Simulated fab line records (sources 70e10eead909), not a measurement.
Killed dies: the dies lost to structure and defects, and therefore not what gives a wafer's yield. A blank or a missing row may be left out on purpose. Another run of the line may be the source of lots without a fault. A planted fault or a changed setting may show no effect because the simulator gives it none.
Chamber matching	flow nandHarc	3 sister chambers for NHARC_A_CHANNEL_HOLE_D1_ETCH_38 on rieDiel-02
The step etches the open film in CF4, target depth 39 nm, time 65 s. 3 wafers are shown with their chamber, then 4 later ones without.

## WAFERS PAIRED WITH THEIR CHAMBERS
wafer	chamber	drypumpMotorCurrentA (A)
L075.1	0	5.5
L089.1	1	6.2
L089.4	3	6.0

## WAFERS WITH NO CHAMBER GIVEN
wafer	drypumpMotorCurrentA (A)
L089.6	6.2
L095.1	6.2
L095.6	6.0
L097.4	6.1

## EACH ONE'S CHAMBER
wafer	from the rows above	in truth
L089.6	1	1
L095.1	1	1
L095.6	3	3
L097.4	can't be placed: 3 or 1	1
Placed correctly: 3 of 4. Unplaceable from these rows: 1, with the true chamber sitting among the candidates in 1. Number placed wrongly: 0.
How it was worked out, from the rows above alone: a wafer's distance from a chamber is the root of the sum, over the readings, of the square of ((its reading less the chamber's mean) divided by the reading's scatter). The wafer belongs to the nearest chamber; if the next one is less than 2 further off, it can't be placed. For every chamber, the mean is computed from those of its wafers that are shown. The scatter (one wafer shown for each chamber): square how far every hidden wafer sits from the nearest shown wafer, average those squares and take the square root.
